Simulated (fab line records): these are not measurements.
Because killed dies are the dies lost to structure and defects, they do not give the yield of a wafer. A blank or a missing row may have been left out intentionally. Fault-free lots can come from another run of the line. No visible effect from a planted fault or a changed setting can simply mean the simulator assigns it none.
Chamber matching | flow nand harc | NHARC_P_M1_ETCH_15 on rie diel-11 has 4 sister chambers
The step etches the open film in C4F8/Ar, target depth 182.5 nm, time 91.2 s. 14 wafers are shown with their chamber, then 6 later ones without.

== WAFERS WITH THEIR CHAMBER ==
wafer  | chamber | rf vpp V (V) | run length s (s) | oes product au (a.u.)
L581.2 | 2       | 437.0        | 111.8            | 0.940
L581.3 | 1       | 441.9        | 112.8            | 0.947
L581.6 | 1       | 443.6        | 113.3            | 0.953
L582.2 | 1       | 442.1        | 112.9            | 0.967
L582.5 | 1       | 442.4        | 112.7            | 0.975
L582.6 | 0       | 443.8        | 112.0            | 0.957
L585.2 | 2       | 437.1        | 111.8            | 0.921
L585.5 | 3       | 439.8        | 112.8            | 0.921
L585.6 | 2       | 438.5        | 112.3            | 0.898
L588.2 | 2       | 437.5        | 112.0            | 0.969
L588.3 | 0       | 444.7        | 111.9            | 0.962
L588.5 | 0       | 446.3        | 112.2            | 0.952
L594.2 | 0       | 444.9        | 112.1            | 0.990
L594.5 | 3       | 439.8        | 113.0            | 0.953

SIGNATURES, as means of the wafers listed above
reading        | chamber 0 | chamber 1 | chamber 2 | chamber 3 | scatter within a chamber
rf vpp V       | 444.925   | 442.500   | 437.525   | 439.800   | 0.797
run length s   | 112.050   | 112.925   | 111.975   | 112.900   | 0.211
oes product au | 0.96525   | 0.96050   | 0.93200   | 0.93700   | 0.0214
Rule: for a wafer and a chamber, the distance is found by dividing, reading by reading, the gap between the wafer's reading and the chamber's mean by the reading's scatter, squaring, summing and taking the root. The wafer belongs to the nearest chamber; if the next one is less than 2 further off, it can't be placed. The scatter: the root of (the sum of the squares of (reading less its chamber's mean) over the shown wafers, divided by (wafers less chambers)).

== WAFERS WITHOUT THEIR CHAMBER ==
wafer  | rf vpp V (V) | run length s (s) | oes product au (a.u.)
L594.6 | 443.6        | 112.5            | 0.977
L596.1 | 439.8        | 113.0            | 0.964
L596.3 | 440.4        | 112.7            | 0.954
L596.5 | 438.9        | 112.1            | 0.958
L595.2 | 445.9        | 111.9            | 0.960
L600.6 | 437.5        | 112.3            | 0.942

== EACH ONE'S CHAMBER ==
wafer  | from the rows above     | in truth
L594.6 | can't be placed: 1 or 0 | 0
L596.1 | 3                       | 3
L596.3 | can't be placed: 3 or 1 | 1
L596.5 | can't be placed: 2 or 3 | 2
L595.2 | 0                       | 0
L600.6 | 2                       | 2
Correct placement for 3 of the 6. Can't be placed from these rows: 3 (the true chamber is among the candidates in 3). Wrongly placed: 0.
